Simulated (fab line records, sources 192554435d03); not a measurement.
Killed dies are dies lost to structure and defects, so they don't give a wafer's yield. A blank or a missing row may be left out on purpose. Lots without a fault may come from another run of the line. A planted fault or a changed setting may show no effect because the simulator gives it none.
Split-lot experiment | flow n5_finfet | 7 lots, 21 wafers read, on a route of 1938 steps

THE SPLIT
At N5_BEOL_M14_PEB_26 (peb time 90 s), the setting peb_temp_c was moved away from the recipe's 130 C on 9 of the 21 wafers read, by -2.8% to +2.7%. The other wafers ran this setting at the recipe's value.

FROM THE SPLIT TO THE READING: what the file shows between them, 2 steps
- N5_BEOL_M14_DEVELOP_27: develop time 45 s
- N5_BEOL_M14_HARDBAKE_32: time 120 s

THE READING
cd_nm, in nm, at N5_BEOL_M14_CD_MEAS_28 (target cd 284.4 nm). Fault-free wafers of this fab line usually give 284.9 nm, standard deviation 1.3 nm.

wafer  | tool, chamber at the split | peb_temp_c as run, C | against the recipe | cd_nm, nm | against lot-mates on the recipe
L075.1 | litho_track-01, 0          | 126.3                | -2.8%              | 263.4     | -20.5
L075.3 | litho_track-01, 0          | 126.3                | -2.8%              | 263.1     | -20.8
L075.4 | litho_track-01, 0          | 130                  | recipe             | 283.9     | -
L077.1 | litho_track-01, 0          | 133.5                | +2.7%              | 300.7     | +14.9
L077.2 | litho_track-01, 0          | 130                  | recipe             | 285.8     | -
L077.6 | litho_track-01, 0          | 133.5                | +2.7%              | 299.5     | +13.7
L083.3 | litho_track-01, 0          | 130                  | recipe             | 283.0     | -
L083.4 | litho_track-01, 0          | 128.7                | -1.0%              | 277.8     | -5.2
L083.6 | litho_track-01, 0          | 128.7                | -1.0%              | 275.9     | -7.1
L090.1 | litho_track-04, 0          | 130                  | recipe             | 283.9     | -
L090.4 | litho_track-04, 0          | 130                  | recipe             | 285.3     | -
L090.5 | litho_track-04, 0          | 130                  | recipe             | 286.8     | -
L091.1 | litho_track-04, 0          | 130                  | recipe             | 284.9     | -
L091.4 | litho_track-04, 0          | 130                  | recipe             | 284.2     | -
L091.5 | litho_track-04, 0          | 126.6                | -2.6%              | 267.9     | -16.6
L094.3 | litho_track-04, 0          | 130                  | recipe             | 287.6     | -
L094.5 | litho_track-04, 0          | 130                  | recipe             | 285.6     | -
L094.6 | litho_track-04, 0          | 130                  | recipe             | 285.5     | -
L095.2 | litho_track-04, 0          | 130                  | recipe             | 285.8     | -
L095.4 | litho_track-04, 0          | 126.8                | -2.5%              | 267.1     | -18.7
L095.6 | litho_track-04, 0          | 126.8                | -2.5%              | 269.0     | -16.8

THE FIT
A straight line over all 21 wafers: cd_nm changes by +6.65 nm for each +1% of peb_temp_c; r = +0.99; the points scatter about the line by 1.7 nm.
The same after taking each lot's own level away (the mean of its wafers on the recipe; 21 wafers): +6.41 nm for each +1%; r = +0.99; scatter 1.4 nm.
On that fit, the largest move of peb_temp_c shifts the reading by 18 nm.
The lots' own levels span 283.00 to 286.23 nm, that is 2.5 times the standard deviation above.
So the lot-to-lot level changes the slope little: the two slopes agree.
Check: with one of the wafers moved furthest among these (-2.8%) left out of the fit, the line predicts -18.6 nm for it against its lot-mates. It came out at -20.5 nm against them.

OTHER SPLITS ON THESE WAFERS
These wafers also went through other splits before the reading. Each is held against what the fit with the lots' levels taken away leaves over:
other split on the same wafers        | wafers away from the commonest value | r with cd_nm (lot level and that fit taken away)
N5_BEOL_M12_ILD_DEP_00 time_s         | 5                                    | -0.45
N5_BEOL_M13_EXPOSE_25 dose_mj         | 4                                    | +0.64
N5_BEOL_M13_DEVELOP_27 develop_time_s | 6                                    | -0.11

THE WHOLE CHAIN: every reading that the file lists as answering this split, in the file's order
step                   | what it does                    | reading                                                         | change (the file's fit)              | r (the file's)
N5_BEOL_M14_CD_MEAS_28 | target cd 284.4 nm              | cd_nm                                                           | +6.52 nm for each +1% of the setting | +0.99
N5_BEOL_M14_DESCUM_33  | chemistry O2, time 7.9 s        | BEOL_M14.cd_nm (the simulator's own value, which no gauge read) | +6.55 nm for each +1% of the setting | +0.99
N5_BEOL_M14_ETCH_68    | etches SOC in N2/H2, time 450 s | BEOL_M14.cd_nm (the simulator's own value, which no gauge read) | +6.43 nm for each +1% of the setting | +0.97

THE FILE'S OWN FIT
cd_nm changes by +6.52 nm for each +1% of peb_temp_c, r = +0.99.
